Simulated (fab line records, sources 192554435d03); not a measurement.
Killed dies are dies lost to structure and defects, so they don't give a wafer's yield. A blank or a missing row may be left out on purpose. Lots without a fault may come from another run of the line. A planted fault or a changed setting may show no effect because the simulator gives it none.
Which tool did it? | flow n5_finfet | 15 lots, 45 wafers sampled, at 5 steps of a route of 1938

WHAT THE GAUGES READ, wafer by wafer
N5_BEOL_M5_RS_MEAS_57: measures by four-point-probe. Usual: M5_RS 0.386 ohm/sq, standard deviation 0.011.
lot  | measured     | on            | M5_RS (ohm/sq)    | flag
L421 | day 9 00:41  | film_metro-01 | 0.382 0.389 0.380 |
L420 | day 9 05:53  | film_metro-02 | 0.381 0.377 0.388 |
L424 | day 10 09:47 | film_metro-01 | 0.388 0.393 0.398 |
L425 | day 10 12:42 | film_metro-01 | 0.411 0.404 0.398 |
L426 | day 11 04:52 | film_metro-01 | 0.373 0.385 0.378 |
L428 | day 11 07:14 | film_metro-01 | 0.376 0.384 0.371 |
L431 | day 12 09:47 | film_metro-01 | 0.395 0.388 0.392 |
L432 | day 12 11:23 | film_metro-02 | 0.363 0.372 0.388 |
L433 | day 12 19:20 | film_metro-01 | 0.398 0.398 0.383 |
L434 | day 13 04:47 | film_metro-02 | 0.396 0.397 0.403 |
L438 | day 13 09:55 | film_metro-01 | 0.391 0.382 0.379 |
L441 | day 13 19:28 | film_metro-02 | 0.388 0.390 0.398 |
L439 | day 13 20:34 | film_metro-02 | 0.372 0.378 0.370 |
L440 | day 14 13:53 | film_metro-01 | 0.397 0.376 0.365 |
L442 | day 15 03:43 | film_metro-01 | 0.381 0.380 0.376 |

N5_BEOL_M6_CD_MEAS_18: pitch 80 nm, target cd 40 nm. Usual: cd_nm 40.0 nm, standard deviation 0.55.
lot  | measured     | on        | cd_nm (nm)     | flag
L421 | day 9 05:03  | cd_sem-01 | 40.3 39.1 40.2 |
L420 | day 9 07:44  | cd_sem-03 | 39.5 39.3 39.1 |
L424 | day 10 12:08 | cd_sem-01 | 39.8 40.0 39.7 |
L425 | day 10 15:41 | cd_sem-02 | 39.0 39.8 40.0 |
L426 | day 11 07:05 | cd_sem-01 | 40.3 40.5 39.4 |
L428 | day 11 10:23 | cd_sem-02 | 40.5 40.2 40.5 |
L431 | day 12 11:34 | cd_sem-01 | - - -          | OFF
L432 | day 12 14:43 | cd_sem-01 | - - -          | OFF
L433 | day 12 22:28 | cd_sem-03 | - - -          | OFF
L434 | day 13 10:23 | cd_sem-02 | 39.8 40.3 40.0 |
L438 | day 13 13:54 | cd_sem-01 | 40.7 39.6 41.2 |
L441 | day 13 21:22 | cd_sem-01 | 40.6 40.4 40.5 |
L439 | day 13 23:48 | cd_sem-03 | 40.3 40.2 41.1 |
L440 | day 14 17:11 | cd_sem-03 | 39.5 39.9 40.1 |
L442 | day 15 07:53 | cd_sem-02 | 39.8 40.0 40.0 |

WHICH TOOL RAN EACH LOT (tool, then ch and the chambers of the sampled wafers, then the start)
lot  | N5_BEOL_M6_ILD_DEP_00           | N5_BEOL_M6_CURE_74            | N5_BEOL_M6_HM_OPEN_17
L421 | pecvd-04 ch 0,1,2, day 9 00:44  | uv_cure-02 ch 1, day 9 00:58  | rie_metal-02 ch 0,1, day 9 04:50
L420 | pecvd-04 ch 0,2, day 9 05:56    | uv_cure-03 ch 1, day 9 06:05  | rie_metal-02 ch 0,1, day 9 07:32
L424 | pecvd-04 ch 0,1, day 10 09:51   | uv_cure-02 ch 1, day 10 09:56 | rie_metal-02 ch 0,1, day 10 11:58
L425 | pecvd-02 ch 0,1, day 10 12:46   | uv_cure-01 ch 1, day 10 12:51 | rie_metal-03 ch 0,1, day 10 15:31
L426 | pecvd-04 ch 1,2, day 11 04:56   | uv_cure-03 ch 0, day 11 05:07 | rie_metal-03 ch 0,1, day 11 06:50
L428 | pecvd-02 ch 1,2, day 11 07:18   | uv_cure-02 ch 0, day 11 07:26 | rie_metal-03 ch 0,1, day 11 10:12
L431 | pecvd-03 ch 0,1,2, day 12 09:52 | uv_cure-03 ch 0, day 12 10:08 | rie_metal-03 ch 0,1, day 12 11:25
L432 | pecvd-02 ch 0,1,2, day 12 11:28 | uv_cure-02 ch 1, day 12 11:45 | rie_metal-03 ch 0,1, day 12 14:26
L433 | pecvd-03 ch 0,1,2, day 12 19:24 | uv_cure-01 ch 2, day 12 19:28 | rie_metal-01 ch 0, day 12 22:11
L434 | pecvd-02 ch 1,2, day 13 04:51   | uv_cure-02 ch 1, day 13 04:55 | rie_metal-03 ch 1, day 13 10:04
L438 | pecvd-04 ch 0,2, day 13 09:59   | uv_cure-01 ch 1, day 13 10:03 | rie_metal-02 ch 0, day 13 13:38
L441 | pecvd-02 ch 1,2, day 13 19:32   | uv_cure-02 ch 2, day 13 19:35 | rie_metal-01 ch 0,1, day 13 21:11
L439 | pecvd-04 ch 1,2, day 13 20:37   | uv_cure-02 ch 0, day 13 20:41 | rie_metal-03 ch 0,1, day 13 23:37
L440 | pecvd-03 ch 0,2, day 14 13:57   | uv_cure-03 ch 1, day 14 14:10 | rie_metal-02 ch 0, day 14 16:52
L442 | pecvd-04 ch 0,2, day 15 03:47   | uv_cure-03 ch 0, day 15 03:56 | rie_metal-02 ch 0,1, day 15 07:42
- N5_BEOL_M6_ILD_DEP_00: deposits SiCOH lowk from DEMS/porogen, target thk 179.75 nm, time 33.4 s.
- N5_BEOL_M6_CURE_74: cures SiCOH lowk, time 240 s.
- N5_BEOL_M6_HM_OPEN_17: chemistry Cl2/BCl3, target TiN, target depth 20 nm, overetch 6 nm.

WHAT THE TOOLS THEMSELVES READ (means of the sampled wafers that have a number; where no wafer has one, the mark that the record gives instead)
N5_BEOL_M6_ILD_DEP_00. Usual: heater_power_outer_w 141 W, standard deviation 30; heater_power_w 303 W, standard deviation 38; showerhead_plenum_p_Torr 5.741 Torr, standard deviation 0.019; throttle_valve_pct 13.6 %, standard deviation 0.64.
lot  | tool     | heater_power_outer_w (W) | heater_power_w (W) | showerhead_plenum_p_Torr (Torr) | throttle_valve_pct (%) | flag
L421 | pecvd-04 | 117                      | 271                | 5.755                           | 13.5                   |
L420 | pecvd-04 | 120                      | 270                | 5.753                           | 13.6                   |
L424 | pecvd-04 | 115                      | 281                | 5.734                           | 13.5                   |
L425 | pecvd-02 | 173                      | 335                | 5.752                           | 14.1                   |
L426 | pecvd-04 | 150                      | 312                | 5.761                           | 13.7                   |
L428 | pecvd-02 | 182                      | 349                | 5.726                           | 13.1                   |
L431 | pecvd-03 | 138                      | 304                | 5.741                           | 13.6                   |
L432 | pecvd-02 | 175                      | 339                | 5.735                           | 13.7                   |
L433 | pecvd-03 | 141                      | 305                | 5.740                           | 13.6                   |
L434 | pecvd-02 | 173                      | 334                | 5.716                           | 14.0                   |
L438 | pecvd-04 | 98                       | 251                | 5.762                           | 12.8                   |
L441 | pecvd-02 | 197                      | 368                | 5.726                           | 13.0                   |
L439 | pecvd-04 | 130                      | 303                | 5.741                           | 13.8                   |
L440 | pecvd-03 | 134                      | 291                | 5.746                           | 13.3                   |
L442 | pecvd-04 | 123                      | 277                | 5.751                           | 13.3                   |

N5_BEOL_M6_CURE_74. Usual: lamp_power_pct 52.31 %, standard deviation 0.053; wafer_temp_C_max 386.7, standard deviation 0.49.
lot  | tool       | lamp_power_pct (%) | wafer_temp_C_max | flag
L421 | uv_cure-02 | 52.33              | 386.5            |
L420 | uv_cure-03 | 52.39              | 386.3            |
L424 | uv_cure-02 | 52.32              | 386.6            |
L425 | uv_cure-01 | 52.34              | 387.6            |
L426 | uv_cure-03 | 52.27              | 386.9            |
L428 | uv_cure-02 | 52.28              | 387.0            |
L431 | uv_cure-03 | 52.33              | 386.4            |
L432 | uv_cure-02 | 52.26              | 386.5            |
L433 | uv_cure-01 | 52.29              | 386.1            |
L434 | uv_cure-02 | 52.36              | 386.5            |
L438 | uv_cure-01 | 52.32              | 387.4            |
L441 | uv_cure-02 | 52.32              | 386.6            |
L439 | uv_cure-02 | 52.30              | 387.0            |
L440 | uv_cure-03 | 52.32              | 386.6            |
L442 | uv_cure-03 | 52.31              | 386.6            |

N5_BEOL_M6_HM_OPEN_17. Usual: bcl3_flow_sccm 21.75 sccm, standard deviation 0.063; bias_w 126.0 W, standard deviation 0.37; drypump_motor_current_A 5.9 A, standard deviation 0.42; he_backside_leak_sccm 3.43 sccm, standard deviation 0.3; oes_product_au 0.60 a.u., standard deviation 0.084; throttle_valve_pct 22.24 %, standard deviation 0.26.
lot  | tool         | bcl3_flow_sccm (sccm) | bias_w (W) | drypump_motor_current_A (A) | he_backside_leak_sccm (sccm) | oes_product_au (a.u.) | throttle_valve_pct (%) | flag
L421 | rie_metal-02 | 21.79                 | 125.6      | 5.7                         | 3.71                         | 0.57                  | 22.34                  |
L420 | rie_metal-02 | 21.72                 | 126.3      | 5.9                         | 3.57                         | 0.54                  | 22.29                  |
L424 | rie_metal-02 | 21.75                 | 126.2      | 5.9                         | 3.59                         | 0.54                  | 22.29                  |
L425 | rie_metal-03 | 21.75                 | 126.0      | 6.3                         | 3.36                         | 0.57                  | 22.23                  |
L426 | rie_metal-03 | 21.73                 | 125.9      | 6.3                         | 3.20                         | 0.58                  | 22.21                  |
L428 | rie_metal-03 | 21.83                 | 126.0      | 5.9                         | 3.23                         | 0.59                  | 22.40                  |
L431 | rie_metal-03 | -                     | -          | -                           | -                            | -                     | -                      | OFF
L432 | rie_metal-03 | -                     | -          | -                           | -                            | -                     | -                      | OFF
L433 | rie_metal-01 | -                     | -          | -                           | -                            | -                     | -                      | OFF
L434 | rie_metal-03 | 21.89                 | 125.8      | 5.6                         | 3.13                         | 0.61                  | 22.53                  |
L438 | rie_metal-02 | 21.75                 | 125.8      | 5.5                         | 3.71                         | 0.57                  | 22.43                  |
L441 | rie_metal-01 | 21.72                 | 126.1      | 6.3                         | 3.31                         | 0.77                  | 21.74                  |
L439 | rie_metal-03 | 21.75                 | 126.3      | 6.3                         | 3.23                         | 0.78                  | 22.03                  |
L440 | rie_metal-02 | 21.78                 | 126.2      | 5.5                         | 3.71                         | 0.56                  | 22.43                  |
L442 | rie_metal-02 | 21.80                 | 126.4      | 5.9                         | 3.40                         | 0.75                  | 22.19                  |

THE ANSWER, worked out from the rows above alone
Rule: a lot is off if the mean of its wafers that have a number lies more than 3 standard deviations from the usual mean. A lot without any number at a reading at which 4 lots or more have one is off too. The other lots that the step has rows for count as sound. The gauges are gone through in route order, then the tools' own readings, and for those a lot's mean is taken as printed above. The first step at which some lot is off is used, and at that step the reading that is off furthest; a lot without a number counts as furthest.
Off: L431, L432, L433, at N5_BEOL_M6_CD_MEAS_18 (cd_nm). Without a number there: L431, L432, L433.
A tool fits if, at a process step before that reading, it ran every lot that is off, and no sound lot after the first of them. The gauges at N5_BEOL_M6_CD_MEAS_18 aren't tried: what is off there is off at N5_BEOL_M6_HM_OPEN_17 too, on other tools, and a gauge's error can't cause that. None of those tried fits.

WHAT THE SIMULATOR HAD PUT IN
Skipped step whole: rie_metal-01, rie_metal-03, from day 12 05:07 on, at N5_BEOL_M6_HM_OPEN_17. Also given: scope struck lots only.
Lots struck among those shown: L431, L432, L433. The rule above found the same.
